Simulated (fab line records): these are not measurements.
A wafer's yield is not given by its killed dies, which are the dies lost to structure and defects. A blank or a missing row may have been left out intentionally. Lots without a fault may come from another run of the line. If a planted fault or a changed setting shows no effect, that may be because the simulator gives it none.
fab line records	flow n5_finfet
record: lots: 9	wafers: 27	last_day: 17
route steps=1938 shown BEOL_M0_SAQP@678 BEOL_M4@1111 PASSIVATION@1936
lots that met no fault: from a run of the same line without faults
start_h: hours from the record's opening day to when the first of the lot's shown wafers began	wait_h: hours from the lot's prior step to this one	" the same as in the row above	L1.1+2: a row that stands for several wafers	- no value, or no start was given	* or withheld: withheld	< > ~ a bound
route shown NAME@n: NAME is a module with steps in the file, n the number in the route of the first one	usual: the fault-free wafers' mean and standard deviation	same: alike in all rows	chamber/n: place in a boat	sites: each site's reading	_std_site: standard deviation across them	_edge_site: outer sites' mean less inner sites'	radius_mm: for every site, how far away it sits from the centre of the wafer	mask NAME#n: copy n	behind: the last tool/chamber to shape the wafer	hold: what put the lot on hold/how long, in hours/how the hold closed	device: the n, p or np transistor that did not switch	end of line: tests of these same wafers at the route's end	for a step that has no rows: nothing shown but its recipe	killed: count of dies lost to structure and defects at first sort (not the wafer's yield)	map: dies across one wafer; x = killed, . = not, _ = none there
set.NAME: the setting the step ran with; set.NAME@STEP: the setting that earlier step ran with	model.NAME: the simulator's own value behind a step, which no gauge read
one table for each step of the route and one row for each wafer, over a sample of lots
services: a tool's chamber out of use, with start hour (start_h, from the record's first day; less than 0 if before it), hours out, and reason
== steps ==
step: N5_BEOL_M0_SAQP_MANDREL2_REMOVE_110
recipe: chemistry: HBr/Cl2/O2	bt_time_s: 10	target: a-Si	stop_on: SiCN	endpoint: OES-SiCl	over_etch_frac: 1	icp_w: 600	bias_w: 30	HBr_flow_sccm: 150	Cl2_flow_sccm: 80	O2_flow_sccm: 5	pressure_mtorr: 10
usual: drypump_motor_current_A: 5.7/0.53	oes_product_au: 0.998/0.017	throttle_valve_pct: 36.66/0.28
lot.wafer	tool	chamber	start_h	wait_h	drypump_motor_current_A	oes_product_au	rf_hours_counter_h	throttle_valve_pct
L823.1	rie_si-05	2	120.22	0.1	5.8	0.958	85	36.79
L823.2	"	0	"	"	5.1	0.985	8	37.06
L823.5	"	3	"	"	6.3	0.999	-	36.14
L824.2	rie_si-04	0	124.22	0.1	5.7	1.015	60	36.59
L824.3	"	2	"	"	5.6	1.007	122	36.51
L824.4	"	1	"	"	5.0	1.037	8	36.72
L826.1	rie_si-02	2	144.47	0.1	5.2	1.025	40	36.90
L826.2	"	1	"	"	6.5	0.987	117	37.02
L826.5	"	2	"	"	5.2	1.018	-	36.91
L829.1	rie_si-05	1	160.16	0.1	5.0	1.017	32	36.44
L829.3	"	3	"	"	6.4	0.992	142	36.15
L829.6	"	0	"	"	5.1	0.995	-	37.10
L831.1	rie_si-05	2	167.28	0.1	5.8	0.980	86	36.77
L831.3	"	1	"	"	5.0	1.015	32	36.44
L831.4	"	0	"	"	5.1	1.013	9	37.10
L832.1	rie_si-05	0	177.65	0.1	5.1	0.995	9	37.09
L832.3	"	1	"	"	5.0	1.012	32	36.44
L832.6	"	1	"	"	5.1	1.015	-	36.44
L834.4	rie_si-02	3	193.89	0.1	6.4	0.985	1	36.63
L834.5	"	2	"	"	5.2	1.019	-	36.93
L834.6	"	1	"	"	6.5	0.993	-	37.04
L839.2	rie_si-05	2	222.46	0.1	5.8	0.981	87	36.79
L839.3	"	1	"	"	5.0	1.013	33	36.43
L839.6	"	3	"	"	6.4	1.000	-	36.14
L842.1	rie_si-02	3	237.91	0.1	6.4	0.984	2	36.63
L842.2	"	2	"	"	5.2	1.023	42	36.91
L842.6	"	0	"	"	6.0	0.976	-	36.66
step: N5_BEOL_M0_SAQP_EXPOSE_37
recipe: mask_id: M0_CUT1	na: 0.33	source_shape: annular	sigma_inner: 0.35	sigma_outer: 0.8	polarization: unpolarized	target_cd_nm: 30	dose_mj: 44.75
usual: exposure_dose_mJ_cm2: 44.72/0.043
lot.wafer	tool	chamber	start_h	wait_h	mask	exposure_dose_mJ_cm2
L823.1	euv_scanner-01	0	120.68	-	M0_CUT1#0	44.67
L823.2	"	0	"	"	M0_CUT1#0	44.71
L823.5	"	0	"	"	M0_CUT1#0	44.70
L824.2	euv_scanner-01	0	124.53	-	M0_CUT1#0	44.73
L824.3	"	0	"	"	M0_CUT1#0	44.77
L824.4	"	0	"	"	M0_CUT1#0	44.74
L826.1	euv_scanner-01	0	144.75	-	M0_CUT1#0	43.38
L826.2	"	0	"	"	M0_CUT1#0	43.37
L826.5	"	0	"	"	M0_CUT1#0	43.41
L829.1	euv_scanner-01	0	160.44	-	M0_CUT1#0	43.88
L829.3	"	0	"	"	M0_CUT1#0	43.89
L829.6	"	0	"	"	M0_CUT1#0	43.88
L831.1	euv_scanner-01	0	167.56	-	M0_CUT1#0	44.04
L831.3	"	0	"	"	M0_CUT1#0	44.03
L831.4	"	0	"	"	M0_CUT1#0	44.08
L832.1	euv_scanner-02	0	177.94	-	M0_CUT1#0	44.73
L832.3	"	0	"	"	M0_CUT1#0	44.79
L832.6	"	0	"	"	M0_CUT1#0	44.71
L834.4	euv_scanner-02	0	194.32	-	M0_CUT1#0	44.78
L834.5	"	0	"	"	M0_CUT1#0	44.76
L834.6	"	0	"	"	M0_CUT1#0	44.77
L839.2	euv_scanner-02	0	222.75	-	M0_CUT1#0	44.71
L839.3	"	0	"	"	M0_CUT1#0	44.68
L839.6	"	0	"	"	M0_CUT1#0	44.66
L842.1	euv_scanner-02	0	238.20	-	M0_CUT1#0	44.73
L842.2	"	0	"	"	M0_CUT1#0	44.78
L842.6	"	0	"	"	M0_CUT1#0	44.74
step: N5_BEOL_M0_SAQP_DESCUM_45
recipe: chemistry: O2	time_s: 7	source_power_w: 50	bias_power_w: 20	pressure_mtorr: 20	rf_frequency_hz: 2.712e+07	temp_c: 40	resist: CAR-EUV	o2_flow_sccm: 225
usual: drypump_motor_current_A: 5.6/0.33	oes_product_au: 0.79/0.094	rf_vpp_V: 243.6/1.4	showerhead_plenum_p_Torr: 2.12/0.077	temp_c: 40.01/0.12	throttle_valve_pct: 20.36/0.25
lot.wafer	tool	chamber	start_h	wait_h	drypump_motor_current_A	oes_product_au	rf_hours_counter_h	rf_vpp_V	showerhead_plenum_p_Torr	temp_c	throttle_valve_pct
L823.1	rie_diel-04	2	120.94	0.0	5.5	0.78	150	243.9	2.18	40.04	20.39
L823.2	"	3	"	"	5.2	0.67	243	240.9	1.97	39.99	20.35
L823.5	"	0	"	"	4.9	0.74	-	245.1	2.17	40.22	20.42
L824.2	rie_diel-01	3	124.78	0.0	5.3	0.68	229	243.2	2.07	40.14	20.47
L824.3	"	2	"	"	5.3	0.91	22	241.9	2.05	40.01	19.89
L824.4	"	1	"	"	5.8	0.74	193	242.7	2.08	40.06	20.83
L826.1	rie_diel-01	1	145.45	0.5	5.8	0.72	201	243.2	2.08	39.98	20.81
L826.2	"	0	"	"	5.9	0.83	56	243.4	2.13	40.05	20.04
L826.5	"	3	"	"	5.3	0.67	-	244.4	2.07	40.22	20.49
L829.1	rie_diel-02	1	160.70	0.0	5.7	0.98	10	247.0	2.23	40.08	20.18
L829.3	"	3	"	"	5.9	0.71	208	242.7	2.16	39.84	20.54
L829.6	"	0	"	"	5.8	0.71	-	245.0	2.15	39.85	20.50
L831.1	rie_diel-01	2	167.82	0.0	5.3	0.87	39	243.1	2.04	40.07	19.92
L831.3	"	0	"	"	5.9	0.82	64	243.2	2.13	40.00	20.05
L831.4	"	1	"	"	5.8	0.71	209	244.0	2.07	39.97	20.84
L832.1	rie_diel-01	2	178.19	0.0	5.4	0.87	42	244.6	2.04	40.06	19.90
L832.3	"	0	"	"	5.9	0.84	67	244.0	2.12	40.11	20.07
L832.6	"	1	"	"	5.8	0.72	-	243.4	2.07	39.98	20.83
L834.4	rie_diel-04	0	194.55	0.0	5.0	0.73	197	244.1	2.17	40.04	20.46
L834.5	"	3	"	"	5.2	0.97	-	246.2	2.23	39.96	19.95
L834.6	"	2	"	"	5.5	0.77	-	246.6	2.18	40.06	20.41
L839.2	rie_diel-01	2	223.00	0.0	5.4	0.84	54	242.1	2.04	40.23	19.93
L839.3	"	0	"	"	5.8	0.82	77	243.6	2.12	39.81	20.09
L839.6	"	3	"	"	5.3	0.95	-	242.3	2.06	39.95	20.12
L842.1	rie_diel-04	0	238.51	0.1	4.9	0.70	211	244.1	2.16	39.80	20.46
L842.2	"	2	"	"	5.5	0.74	180	244.2	2.17	40.16	20.43
L842.6	"	1	"	"	5.2	0.84	-	242.3	2.03	39.87	20.53
step: N5_BEOL_M0_SAQP_ETCH_73
recipe: chemistry: CF4	target: SiARC	target_depth_a: 195	mask_material: CAR-EUV	time_s: 32.5	ion_energy_ev: 80	pressure_mtorr: 40	source_w: 545	bias_w: 36	Ar_flow_sccm: 100	cf4_flow_sccm: 100	ends: cleared
usual: drypump_motor_current_A: 5.6/0.33	etch_rf_on_time_s: 32.5/0.58	oes_product_au: 0.68/0.081	rf_vpp_V: 184.4/1.1	showerhead_plenum_p_Torr: 2.17/0.073	throttle_valve_pct: 15.56/0.25
lot.wafer	tool	chamber	start_h	wait_h	drypump_motor_current_A	etch_rf_on_time_s	oes_product_au	rf_hours_counter_h	rf_vpp_V	showerhead_plenum_p_Torr	throttle_valve_pct
L823.1	rie_diel-04	2	120.99	0.0	5.5	32.0	0.67	150	185.7	2.23	15.59
L823.2	"	3	"	"	5.2	33.1	0.57	243	182.0	2.03	15.63
L823.5	"	0	"	"	5.0	33.2	0.63	-	185.7	2.22	15.68
L824.2	rie_diel-01	3	124.83	0.0	5.3	32.8	0.59	229	184.7	2.11	15.67
L824.3	"	2	"	"	5.4	31.4	0.78	22	182.7	2.11	15.12
L824.4	"	1	"	"	5.8	32.3	0.63	193	184.0	2.13	15.96
L826.1	rie_diel-01	1	145.50	0.0	5.7	32.4	0.62	201	183.1	2.13	16.00
L826.2	"	0	"	"	5.9	32.1	0.72	56	184.8	2.18	15.23
L826.5	"	3	"	"	5.3	32.8	0.58	-	183.8	2.11	15.70
L829.1	rie_diel-02	1	160.75	0.0	5.7	32.0	0.83	10	186.0	2.28	15.32
L829.3	"	3	"	"	5.9	33.6	0.60	208	185.5	2.20	15.71
L829.6	"	0	"	"	5.8	32.8	0.61	-	183.9	2.20	15.76
L831.1	rie_diel-01	2	167.87	0.0	5.3	31.9	0.75	39	183.9	2.10	15.18
L831.3	"	0	"	"	5.9	32.6	0.71	64	184.7	2.17	15.22
L831.4	"	1	"	"	5.8	32.9	0.61	209	184.1	2.13	16.02
L832.1	rie_diel-01	2	178.24	0.0	5.4	32.3	0.73	42	182.3	2.10	15.19
L832.3	"	0	"	"	5.9	32.6	0.71	67	184.8	2.17	15.24
L832.6	"	1	"	"	5.7	32.8	0.61	-	184.8	2.13	16.02
L834.4	rie_diel-04	0	194.60	0.0	4.9	33.1	0.62	197	186.0	2.21	15.70
L834.5	"	3	"	"	5.2	31.7	0.83	-	185.1	2.28	15.15
L834.6	"	2	"	"	5.5	32.0	0.65	-	184.3	2.22	15.63
L839.2	rie_diel-01	2	223.05	0.0	5.4	31.7	0.73	54	184.3	2.10	15.20
L839.3	"	0	"	"	5.9	31.9	0.71	77	184.8	2.17	15.25
L839.6	"	3	"	"	5.3	32.2	0.82	-	182.6	2.11	15.22
L842.1	rie_diel-04	0	238.56	0.0	5.0	33.5	0.61	211	184.8	2.21	15.72
L842.2	"	2	"	"	5.5	32.2	0.65	180	185.0	2.22	15.64
L842.6	"	1	"	"	5.2	31.8	0.73	-	182.9	2.08	15.65
step: N5_BEOL_M4_RC_MEAS_101
usual: DIBL_N: 35.9/1.3	DIBL_P: 36.3/1.5	IOFF_N: 0.153/0.023	IOFF_P: 0.208/0.028	ION_N: 672/9.7	ION_P: 462/6.6	SS_N: 71.5/0.53	SS_P: 73.3/0.59	VT_N: 250.4/2.7	VT_P: -250.5/3
lot.wafer	tool	chamber	start_h	wait_h	DIBL_N[mV/V]	DIBL_P[mV/V]	IOFF_N[nA/um]	IOFF_P[nA/um]	ION_N[uA/um]	ION_P[uA/um]	SS_N[mV/dec]	SS_P[mV/dec]	VT_N[mV]	VT_P[mV]
L823.1	prober-01	0	183.96	0.0	35.9	35.8	0.154	0.189	673	457	71.3	73.1	251.8	-254.4
L823.2	"	0	"	"	37.1	37.6	0.182	0.213	677	457	71.6	73.7	251.6	-250.9
L823.5	"	0	"	"	37.2	37.0	0.181	0.215	684	465	72.2	74.0	248.6	-250.2
L824.2	prober-02	0	194.10	0.2	34.1	36.7	0.150	0.207	674	467	71.5	73.5	247.2	-250.3
L824.3	"	0	"	"	33.4	36.1	0.139	0.206	665	463	71.5	73.4	248.8	-250.9
L824.4	"	0	"	"	34.4	36.6	0.148	0.195	664	455	71.6	73.8	246.3	-252.2
L826.1	prober-02	0	203.83	0.0	35.4	35.4	0.143	0.196	674	466	71.4	72.8	250.7	-251.0
L826.2	"	0	"	"	35.8	35.4	0.147	0.200	677	456	70.9	72.8	249.8	-250.4
L826.5	"	0	"	"	35.4	35.4	0.144	0.190	669	460	71.3	72.3	251.7	-251.9
L829.1	prober-01	0	225.15	0.0	37.4	38.0	0.171	0.221	674	466	72.1	74.5	248.5	-248.4
L829.3	"	0	"	"	37.9	38.7	0.185	0.240	677	466	70.7	74.4	249.1	-250.1
L829.6	"	0	"	"	38.0	39.7	0.196	0.259	682	477	72.0	74.4	246.2	-249.4
L831.1	prober-02	0	227.20	0.0	35.7	35.8	0.135	0.180	675	460	71.3	73.6	253.1	-249.9
L831.3	"	0	"	"	37.4	38.7	0.173	0.224	684	471	71.7	73.5	247.8	-248.1
L831.4	"	0	"	"	37.4	38.2	0.169	0.213	686	464	71.9	73.1	247.4	-251.0
L832.1	prober-01	0	236.63	0.0	35.1	34.6	0.125	0.201	666	466	70.8	72.6	253.6	-245.9
L832.3	"	0	"	"	35.7	35.3	0.141	0.216	670	462	71.6	73.7	248.8	-247.0
L832.6	"	0	"	"	35.5	34.3	0.130	0.203	668	463	71.7	73.0	253.1	-245.9
L834.4	prober-02	0	251.67	0.5	36.8	35.5	0.161	0.211	677	454	71.4	74.0	253.2	-251.8
L834.5	"	0	"	"	34.5	33.3	0.123	0.178	660	452	71.1	72.7	253.4	-253.1
L834.6	"	0	"	"	35.1	33.3	0.129	0.176	659	454	71.6	73.3	254.8	-253.2
L839.2	prober-01	0	279.33	0.2	34.7	36.2	0.135	0.171	677	456	71.2	72.8	253.7	-255.0
L839.3	"	0	"	"	35.2	36.0	0.140	0.176	667	455	71.5	73.7	252.1	-255.3
L839.6	"	0	"	"	34.3	35.4	0.126	0.161	663	456	71.2	73.0	253.5	-255.1
L842.1	prober-01	0	309.20	0.0	35.8	38.0	0.168	0.216	673	462	71.5	73.4	249.3	-252.6
L842.2	"	0	"	"	32.8	34.6	0.121	0.176	669	460	71.3	72.8	251.3	-253.5
L842.6	"	0	"	"	34.9	37.1	0.152	0.203	685	474	71.5	73.5	252.4	-249.4
step: N5_PASSIVATION_PROBE_49
usual: defect_limited_yield: 91.1/1.5	killed_at_M0_to_M3: 35/9.5	killed_at_M4_up: 13/5.2	killed_at_contacts: 12/6.1	killed_at_front_end: 41/14	killed_at_other: 3.8/2.9	killed_dies: 105/17	killed_open: 70/13	killed_short: 33/8.4	sort_bin_5_function: 5.1/0.97	sort_bin_6_memory: 3.4/0.69	sort_n_pass: 1075/17	sort_yield_pct: 91.1/1.5
same: gross_dies: 1180	killed_at_back_side: 0	sort_bin_4_leakage[%]: 0	sort_bin_8_speed[%]: 0
lot.wafer	tool	chamber	start_h	wait_h	defect_limited_yield[%]	killed_at_M0_to_M3	killed_at_M4_up	killed_at_contacts	killed_at_front_end	killed_at_other	killed_dies	killed_open	killed_short	sort_bin_5_function[%]	sort_bin_6_memory[%]	sort_n_pass	sort_yield_pct[%]
L826.1	prober-01	-	316.04	0.0	91.9	36	17	2	35	5	95	52	34	4.6	3.3	1085	91.9
L826.2	prober-01	-	316.09	0.1	90.3	49	14	13	28	10	114	71	29	5.7	3.6	1066	90.3
L826.5	prober-01	-	316.24	0.2	89.3	47	16	14	34	15	126	79	40	6.2	3.6	1054	89.3
L829.1	prober-01	-	332.17	0.0	90.9	48	11	10	30	8	107	67	31	4.7	3.8	1073	90.9
L829.3	prober-01	-	332.27	0.1	93.1	36	15	9	19	3	82	58	17	3.7	3.2	1098	93.1
L829.6	prober-01	-	332.42	0.3	92.5	52	10	4	15	7	88	51	31	4.8	2.1	1092	92.5
killed by level:class
L826.1 FIN_SAQP:geometric_particle:open=12 FIN_SAQP:geometric_particle:short=9 BEOL_M0_SAQP:area_expose=8 BEOL_M4:geometric_particle:open=7 BEOL_M1:geometric_particle:open=6 BEOL_M0_SAQP:geometric_particle:short=5 BEOL_M3:geometric_particle:short=5 BEOL_M3:geometric_particle:open=5
L826.2 MOL_CONTACT_COAG:geometric_particle:open=11 BEOL_M0_SAQP:area_expose=11 FIN_SAQP:geometric_particle:open=8 BEOL_M0_SAQP:geometric_particle:open=8 BEOL_M3:geometric_particle:open=7 STI_FIN_REVEAL:geometric_particle:open=5 BEOL_M4:geometric_particle:open=5 STARTING-WAFER:geometric_particle:open=5
L826.5 BEOL_M1:geometric_particle:open=13 FIN_SAQP:geometric_particle:open=9 MOL_CONTACT_COAG:geometric_particle:open=9 MIM_TOP:geometric_particle:short=7 DUMMY_GATE:geometric_particle:open=6 BEOL_M2:geometric_particle:open=6 BEOL_M0_SAQP:area_expose=6 STI_FIN_REVEAL:geometric_particle:open=5
L829.1 BEOL_M0_SAQP:geometric_particle:short=14 BEOL_M0_SAQP:geometric_particle:open=11 MOL_CONTACT_COAG:geometric_particle:open=10 BEOL_M1:geometric_particle:open=8 STI_FIN_REVEAL:geometric_particle:open=7 BEOL_M0_SAQP:area_expose=7 DUMMY_GATE:geometric_particle:open=6 GATE_CUT:geometric_particle:short=5
L829.3 BEOL_M0_SAQP:geometric_particle:open=11 MOL_CONTACT_COAG:geometric_particle:open=9 BEOL_M0_SAQP:geometric_particle:short=7 BEOL_M2:geometric_particle:open=7 BEOL_M0_SAQP:area_expose=6 FIN_SAQP:geometric_particle:open=5 BEOL_M4:geometric_particle:open=5 BEOL_M3:geometric_particle:open=4
L829.6 BEOL_M0_SAQP:geometric_particle:open=17 BEOL_M0_SAQP:geometric_particle:short=14 STI_FIN_REVEAL:geometric_particle:open=5 BEOL_M2:geometric_particle:open=5 BEOL_M5:geometric_particle:open=5 BEOL_M0_SAQP:area_expose=5 MOL_CONTACT_COAG:geometric_particle:open=3 BEOL_M3:geometric_particle:short=3
== services ==
tool	chamber	start_h	hours	kind
rie_si-05	-	97.53	2.8	pm
rie_diel-02	3	98.87	7.9	repair
rie_si-05	1	101.46	4.7	repair
euv_scanner-02	-	114.09	41.1	repair
rie_diel-04	-	128.58	28.1	pm
euv_scanner-01	-	150.16	1.0	pm
euv_scanner-02	-	155.21	1.0	pm
euv_scanner-02	-	156.94	12.0	pm
rie_diel-04	3	170.75	-	clean
rie_diel-04	3	170.75	-	consumable_replace:focus_ring
rie_diel-04	3	170.75	-	consumable_replace:showerhead
rie_diel-04	3	170.75	15.6	scheduled_down
euv_scanner-01	-	175.94	1.0	repair
rie_si-04	1	182.72	1.9	repair
rie_diel-01	3	183.32	-	clean
rie_diel-01	3	183.32	-	consumable_replace:focus_ring
rie_diel-01	3	183.32	14.8	scheduled_down
rie_diel-01	3	183.32	14.8	vent_cycle
rie_si-05	0	190.46	5.1	repair
euv_scanner-01	-	192.27	1.0	pm
rie_diel-01	-	196.89	8.3	repair
euv_scanner-02	-	207.04	1.0	pm
euv_scanner-01	-	219.46	17.3	pm
euv_scanner-02	-	238.39	6.2	pm
== key ==
first_sign: step: N5_BEOL_M0_SAQP_EXPOSE_37	reading: exposure_dose_mJ_cm2	direction: down	sigmas: 22	usual: 44.72	struck: 43.77
effect none on later readings
met_at N5_BEOL_M0_SAQP_EXPOSE_37
struck_lots L826,L829,L831
rows_end L831.1,L831.3,L831.4
loop_trim: step: N5_BEOL_M0_SAQP_EXPOSE_37	setting: dose	lots: L829,L831
not_acting_at N5_BEOL_M0_SAQP_MANDREL2_REMOVE_110,N5_BEOL_M0_SAQP_DESCUM_45,N5_BEOL_M0_SAQP_ETCH_73
onset_between 124.53 144.75
fault: kind: process_parameter_drift	tool: euv_scanner-01	chamber: -	onset_h: 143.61	steps: N5_BEOL_M0_SAQP_EXPOSE_37	channel: dose_mj	offset: -1.3187	shape: step	acts_in: these_recipes_only	stated: 44.75
rows_end: these wafers met a further fault down the route, and their rows from its step on are left out
loop_trim: a control loop set the setting to another value than it would have without faults
